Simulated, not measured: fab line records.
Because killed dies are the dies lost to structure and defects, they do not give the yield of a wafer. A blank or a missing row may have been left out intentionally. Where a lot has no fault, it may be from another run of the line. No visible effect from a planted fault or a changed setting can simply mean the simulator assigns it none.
A struck lot beside a sound one | flow nandHarc | 42 steps out of a route of 1302
Sound: these wafers, L578.1, L578.4, L578.6. Wafers struck: L583.4, L583.6. The cause is given at the end.
Order at every step that has rows: each side's tool, ch and its chambers, its first start. Under that, the readings that differ: sound wafers | struck wafers | difference of the means | sigmas: that difference in standard deviations of wafers without a fault.
alike: words and numbers the same on both sides, and readings whose means are apart by under 2 such deviations; not compared: readings that were withheld, readings missing a value for some wafer, numbers with overlapping values and no deviation given by the record, and bounds like >300 which may hide the same value.
A row with sigmas, a row that says differs or no value, or rows on one side alone: a step with any of these is where the two part. Numbers that have no deviation but don't overlap get no sigmas and don't part them. Lack of a reading on every wafer of one side parts them only where that side has two or more wafers.

first, 1 step without rows for these wafers: NHARC_P_STI_HARDBAKE_13 (time 65 s).
NHARC_P_STI_DESCUM_14: chemistry O2, time 3 s.
  sound on rieDiel-08 ch 0,1,3, day 3 08:28; struck on rieDiel-08 ch 0,1, day 5 16:14
reading              | sound                | struck        | difference | sigmas
throttleValvePct (%) | 11.320 11.330 11.318 | 11.295 11.305 | -0.023     | -3
  alike: drypumpMotorCurrentA, oesProductAu, rfVppV, showerheadPlenumPTorr
  not compared: rfHoursCounterH
then, 1 step without rows for these wafers: NHARC_P_STI_ETCH_42 (etches the open film in N2/H2, target depth 80 nm, overetch 24 nm, time 61 s).
NHARC_P_STI_ETCH_31: etches the open film in CF4/CHF3, target depth 108.9 nm, time 54.5 s.
  sound on rieDiel-08 ch 0,3; struck on rieDiel-08 ch 1,3
  alike: drypumpMotorCurrentA, oesProductAu, rfVppV, showerheadPlenumPTorr, throttleValvePct
  not compared: rfHoursCounterH
NHARC_P_STI_ETCH_15: etches the open film in HBr/Cl2, target depth 300 nm, time 100.1 s.
  sound on rieSi-06 ch 1,3, day 3 08:46; struck on rieSi-05 ch 0,3, day 5 16:29
  alike: drypumpMotorCurrentA, heBacksideLeakSccm, mfcCl2Sccm, oesProductAu, throttleValvePct
  not compared: rfHoursCounterH
NHARC_P_STI_CD_MEAS_16:
  sound on cdSem-03, day 3 08:56; struck on cdSem-01, day 5 16:39
reading   | sound             | struck      | difference | sigmas
cdNm (nm) | 198.6 199.4 194.8 | 193.5 190.6 | -5.5       | -3
NHARC_P_STI_OCD_MEAS_17:
  sound on ocd-02, day 3 09:01; struck on ocd-01, day 5 16:44
reading             | sound             | struck      | difference | sigmas
trenchFootCdNm (nm) | 156.6 158.4 152.8 | 152.7 147.5 | -5.8       | -3
  alike: trenchDepthNm
then, 3 steps without rows for these wafers: NHARC_P_STI_STRIP_19 (strips in SPM, time 900 s); NHARC_P_STI_PRECLEAN_32 (cleans in SC1); NHARC_P_STI_SRD_23.
NHARC_P_STI_OCD_MEAS_43:
  sound on ocd-01, day 3 09:31; struck on ocd-02, day 5 17:14
reading             | sound             | struck      | difference | sigmas
trenchFootCdNm (nm) | 156.4 158.9 152.9 | 153.5 147.6 | -5.5       | -3
  alike: trenchDepthNm
then, 1 step without rows for these wafers: NHARC_P_STI_OXIDE_33 (material SiO2, target thk 10 nm, ox time 281 s).
NHARC_P_STI_HDPCVD_20: deposits SiO2.
  sound on hdpcvd-01 ch 0, day 3 17:25; struck on hdpcvd-01 ch 0, day 6 03:14
then, 1 step without rows for these wafers: NHARC_P_STI_ANNEAL_34 (time 1800 s).
NHARC_P_STI_CMP_21: polishes, t overpolish 20 s, target thk 380.67 nm.
  sound on cmp-03 ch 1,2,3, day 4 02:22; struck on cmp-01 ch 1,3, day 6 11:34
  alike: motorCurrentA, overpolishRunS
then, 19 steps without rows for these wafers: NHARC_P_STI_SRD_35; NHARC_P_STI_ETCH_36 (etches SiO2 in dHF, target depth 38.8 nm); NHARC_P_STI_STRIP_24 (strips Si3N4 in H3PO4); NHARC_P_STI_ETCH_37 (etches SiO2 in dHF, target depth 11 nm); NHARC_P_STI_PRECLEAN_38 (cleans in SC1); NHARC_P_STI_SRD_39; NHARC_P_STI_OXIDE_40 (material SiO2, target thk 10 nm, ox time 1362 s); NHARC_P_GATE_ETCH_69 (etches SiO2 in dHF, target depth 14 nm); NHARC_P_GATE_PRECLEAN_70 (cleans in SC1); NHARC_P_GATE_SRD_01; NHARC_P_GATE_OXIDE_02 (material SiO2, target thk 37.5 nm, ox time 365 s); NHARC_P_GATE_DEHYDRATE_03 (time 120 s); NHARC_P_GATE_HMDS_04 (time 30 s); NHARC_P_GATE_COAT_05; NHARC_P_GATE_SOFTBAKE_06 (time 95 s); NHARC_P_GATE_EBR_07; NHARC_P_GATE_EXPOSE_08 (exposes mask P HV); NHARC_P_GATE_PEB_09 (peb time 85 s); NHARC_P_GATE_DEVELOP_10 (time 70 s).
NHARC_P_GATE_CD_MEAS_11: the cd target is 1640 nm.
  sound on cdSem-01 ch 0, day 4 19:26; struck on cdSem-01 ch 0, day 7 04:17
  alike: cdNm
then, 1 step without rows for these wafers: NHARC_P_GATE_HARDBAKE_12 (time 80 s).
NHARC_P_GATE_DESCUM_13: chemistry O2, time 3 s.
  sound on rieDiel-11 ch 0,1,3, day 4 19:37; struck on rieDiel-11 ch 0,1, day 7 04:26
  alike: drypumpMotorCurrentA, oesProductAu, rfVppV, showerheadPlenumPTorr, throttleValvePct
  not compared: rfHoursCounterH
then, 3 steps without rows for these wafers: NHARC_P_GATE_ETCH_14 (etches SiO2 in dHF, target depth 48.8 nm); NHARC_P_GATE_STRIP_15 (strips in SPM, time 780 s); NHARC_P_GATE_PRECLEAN_71 (cleans in SC1).
NHARC_P_CONTACT_DESCUM_17: chemistry O2, time 3 s.
  sound on rieDiel-01 ch 0,2, day 6 05:47; struck on rieDiel-04 ch 1,2, day 8 20:23
reading             | sound             | struck      | difference | sigmas
oesProductAu (a.u.) | 0.994 0.988 0.983 | 1.012 1.007 | +0.021     | +2
  alike: drypumpMotorCurrentA, rfVppV, showerheadPlenumPTorr, throttleValvePct
  not compared: hold, rfHoursCounterH
-- break in the record here, with 19 days between the starts of the struck wafers on either side (left off in module P_CONTACT, picked up again in module END, where the first step shown is number 1302 on the route) --
NHARC_END_SORT_01:
  sound on prober-02 ch 0, day 24 20:26; struck on prober-01 ch 0, day 27 11:58
reading           | sound | struck | difference | sigmas
killedAtPeriphery | 3 6 5 | 11 15  | +8         | +3
  alike: killedAtArray, killedAtOther, killedDies, killedOpen, killedShort

## WHERE THEY PART
Earliest at NHARC_P_STI_DESCUM_14; latest, in this record, at NHARC_END_SORT_01.

WHY: the cause the simulator had injected
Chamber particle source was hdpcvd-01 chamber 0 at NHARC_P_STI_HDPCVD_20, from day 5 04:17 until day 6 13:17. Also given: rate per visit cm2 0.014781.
